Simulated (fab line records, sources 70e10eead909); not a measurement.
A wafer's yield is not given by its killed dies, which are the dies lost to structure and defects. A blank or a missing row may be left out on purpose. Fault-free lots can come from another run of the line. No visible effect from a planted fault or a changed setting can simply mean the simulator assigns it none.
What tool caused it?	flow nand-harc	12 lots with 36 wafers sampled at 5 steps, on a route of 1302 steps

## WHAT THE GAUGES SHOWED, per wafer
NHARC_END_SORT_01. Usual: defect-limited-yield is 91 % with standard deviation 3.2, killed-at-array is 55 with standard deviation 22, killed-at-other is 0.9 with standard deviation 1.2, killed-at-periphery is 3.6 with standard deviation 2.3, killed-dies is 60 with standard deviation 22, killed-open is 3.2 with standard deviation 1.9, and killed-short is 2.5 with standard deviation 1.6.
lot	measured	on	defect-limited-yield (%)	killed-at-array	killed-at-other	killed-at-periphery	killed-dies	killed-open	killed-short	flag
L639	day 28 08:27	prober-02	88 89 88	76 64 78	0 1 1	6 11 5	82 76 84	1 2 1	2 1 1	
L645	day 31 14:01	prober-01	87 92 89	82 54 69	1 2 1	4 1 4	87 57 74	4 0 4	3 2 4	

## TOOL THAT RAN EACH LOT (tool first, then ch and the chambers of the sampled wafers, then the start)
lot	NHARC_A_BLC_ETCH_18	NHARC_A_BLC_STRIP_29	NHARC_A_BLC_CMP_25	NHARC_A_M0_PVD_20
L629	rie-diel-07 ch 0,1,2, day 22 15:53 or earlier	rie-diel-04 ch 1,2,3, day 22 15:53	cmp-04 ch 0,1,3, day 22 17:23	pvd-sputter-01, day 22 20:02
L631	rie-diel-07 ch 1,2,3, day 23 08:31 or earlier	rie-diel-07 ch 0,2,3, day 23 08:31	cmp-04 ch 0,1,3, day 23 10:03	pvd-sputter-02, day 23 12:26
L634	rie-diel-04 ch 0,3, day 24 22:31 or earlier	rie-diel-07 ch 2,3, day 24 22:31	cmp-02 ch 2,3, day 25 00:01	pvd-sputter-02, day 25 02:27
L635	rie-diel-07 ch 0,3, day 25 00:21 or earlier	rie-diel-04 ch 1,2,3, day 25 00:21	cmp-02 ch 0,2,3, day 25 01:50	pvd-sputter-01, day 25 04:14
L637	rie-diel-07 ch 0,1,3, day 25 21:10 or earlier	rie-diel-02 ch 0,1,3, day 25 21:10	cmp-01 ch 0,1,3, day 25 22:40	pvd-sputter-02, day 26 01:11
L639	rie-diel-07 ch 0,1,3, day 26 11:53 or earlier	rie-diel-04 ch 0,1,2, day 26 11:53	cmp-01 ch 2,3, day 26 13:25	pvd-sputter-03, day 26 16:01
L645	rie-diel-07 ch 0,2,3, day 29 16:08 or earlier	rie-diel-04 ch 0,1,3, day 29 16:08	cmp-01 ch 0,1,2, day 29 17:53	pvd-sputter-02, day 29 20:23
L647	rie-diel-02 ch 0,2,3, day 30 12:08 or earlier	rie-diel-07 ch 0,3, day 30 12:08	cmp-04 ch 0,1,2, day 30 14:05	pvd-sputter-02, day 30 16:39
L649	rie-diel-07 ch 0,1,3, day 31 02:13 or earlier	rie-diel-07 ch 1,2,3, day 31 02:13	cmp-02 ch 1,2,3, day 31 03:44	pvd-sputter-01, day 31 06:32
L650	rie-diel-07 ch 0,2,3, day 31 03:56 or earlier	rie-diel-04 ch 0,2,3, day 31 03:56	cmp-04 ch 0,1, day 31 05:25	pvd-sputter-03, day 31 08:03
L651	rie-diel-07 ch 2,3, day 31 17:10 or earlier	rie-diel-04 ch 0,1, day 31 17:10	cmp-01 ch 0,2,3, day 31 18:40	pvd-sputter-01, day 31 21:02
L652	rie-diel-04 ch 1,2,3, day 32 07:24 or earlier	rie-diel-04 ch 0,1,2, day 32 07:24	cmp-04 ch 0,1,3, day 32 08:56	pvd-sputter-03, day 32 11:36
- NHARC_A_BLC_ETCH_18: etches the open film in C4F8/O2/Ar, target depth 910 nm.
- NHARC_A_BLC_STRIP_29: strips in CF4.
- NHARC_A_BLC_CMP_25: polishes, t overpolish 30 s, target thk 150 nm.
- NHARC_A_M0_PVD_20: deposits TaN, target thk 5 nm, time 8.06 s.

## WHAT THE TOOLS THEMSELVES READ (means of the sampled wafers that have a number; where no wafer has one, the mark that the record gives instead)
NHARC_A_BLC_ETCH_18. Usual: oes-product-au 0.963 a.u., standard deviation 0.026; rf-vpp-V 976 V, standard deviation 5.4.
lot	tool	oes-product-au (a.u.)	rf-vpp-V (V)	flag
L629	rie-diel-07	0.980	979	
L631	rie-diel-07	0.977	974	
L634	rie-diel-04	0.960	974	
L635	rie-diel-07	1.009	979	
L637	rie-diel-07	0.993	977	
L639	rie-diel-07	0.951	977	
L645	rie-diel-07	0.990	975	
L647	rie-diel-02	0.926	970	
L649	rie-diel-07	0.981	976	
L650	rie-diel-07	0.975	976	
L651	rie-diel-07	0.941	969	
L652	rie-diel-04	0.968	979	

NHARC_A_BLC_STRIP_29. Usual: drypump-motor-current-A 5.8 A, standard deviation 0.36; mfc-ar-sccm 0.010 sccm, standard deviation 0.013; oes-product-au 1.006 a.u., standard deviation 0.014; rf-vpp-V 59.2 V, standard deviation 0.86; showerhead-plenum-p-Torr 1.75 Torr, standard deviation 0.062; throttle-valve-pct 13.284 %, standard deviation 0.0091.
lot	tool	drypump-motor-current-A (A)	mfc-ar-sccm (sccm)	oes-product-au (a.u.)	rf-vpp-V (V)	showerhead-plenum-p-Torr (Torr)	throttle-valve-pct (%)	flag
L629	rie-diel-04	6.0	0.001	0.999	59.5	1.78	13.282	
L631	rie-diel-07	5.5	0.011	1.023	57.8	1.74	13.280	
L634	rie-diel-07	5.8	0.011	1.025	58.8	1.68	13.284	
L635	rie-diel-04	6.0	0.001	1.002	60.3	1.78	13.288	
L637	rie-diel-02	5.8	0.000	1.010	59.3	1.75	13.279	
L639	rie-diel-04	5.8	0.008	0.997	59.3	1.76	13.282	
L645	rie-diel-04	5.9	0.007	1.008	59.2	1.76	13.297	
L647	rie-diel-07	5.3	0.011	1.005	59.8	1.78	13.293	
L649	rie-diel-07	5.6	0.022	1.017	58.5	1.70	13.285	
L650	rie-diel-04	6.0	0.008	0.999	58.8	1.74	13.289	
L651	rie-diel-04	5.7	0.014	0.986	58.6	1.74	13.282	
L652	rie-diel-04	5.8	0.008	0.991	59.3	1.76	13.278	

NHARC_A_BLC_CMP_25. Usual: motor-current-A 12.5 A, standard deviation 1.1; overpolish-run-s 30.001 s, standard deviation 0.0089; pad-life-wafers 175, standard deviation 110; time-to-endpoint-s 31 s, standard deviation 3.6.
lot	tool	motor-current-A (A)	overpolish-run-s (s)	pad-life-wafers	time-to-endpoint-s (s)	flag
L629	cmp-04	12.4	29.999	56	31	
L631	cmp-04	12.6	29.993	134	29	
L634	cmp-02	10.8	29.999	174	33	
L635	cmp-02	11.0	30.003	182	32	
L637	cmp-01	12.9	30.001	62	28	
L639	cmp-01	12.0	29.996	188	32	
L645	cmp-01	13.3	29.995	38	29	
L647	cmp-04	12.8	30.009	20	31	
L649	cmp-02	12.0	30.002	386	31	
L650	cmp-04	12.7	29.996	85	29	
L651	cmp-01	12.4	30.003	284	32	
L652	cmp-04	12.1	30.002	217	27	

NHARC_A_M0_PVD_20. Usual: cathode-dc-power-W 15001 W, standard deviation 2.8; throttle-valve-pct 29.9 %, standard deviation 1.1.
lot	tool	cathode-dc-power-W (W)	throttle-valve-pct (%)	flag
L629	pvd-sputter-01	14998	29.8	
L631	pvd-sputter-02	15002	30.3	
L634	pvd-sputter-02	15310	30.3	OFF
L635	pvd-sputter-01	15001	29.3	
L637	pvd-sputter-02	15307	30.3	OFF
L639	pvd-sputter-03	14998	29.4	
L645	pvd-sputter-02	15002	29.9	
L647	pvd-sputter-02	15000	30.3	
L649	pvd-sputter-01	14999	30.3	
L650	pvd-sputter-03	15001	29.9	
L651	pvd-sputter-01	14998	30.4	
L652	pvd-sputter-03	15001	29.7	

## THE ANSWER, worked out from the rows above alone
Rule: a lot counts as off when the mean over its wafers that have a number is more than 3 standard deviations away from the usual mean. Also off: a lot with no number at a reading for which 4 or more lots have one. Any other lot the step has rows for is counted as sound. First the gauges in route order, then the tools' own readings, where a lot's mean is used as printed above. The first step at which some lot is off is used, and at that step the reading that is off furthest; a lot without a number counts as furthest.
Off, at NHARC_A_M0_PVD_20 on cathode-dc-power-W: L634, L637.
If a tool, at that step or one of the process steps before it, ran each lot that is off and ran no sound lot following the first of them, it fits. With no start given for some of its lots, NHARC_A_BLC_ETCH_18 uses the hours and lot order of NHARC_A_BLC_STRIP_29. Of those tried, none fits.

## WHAT WAS PUT IN BY THE SIMULATOR
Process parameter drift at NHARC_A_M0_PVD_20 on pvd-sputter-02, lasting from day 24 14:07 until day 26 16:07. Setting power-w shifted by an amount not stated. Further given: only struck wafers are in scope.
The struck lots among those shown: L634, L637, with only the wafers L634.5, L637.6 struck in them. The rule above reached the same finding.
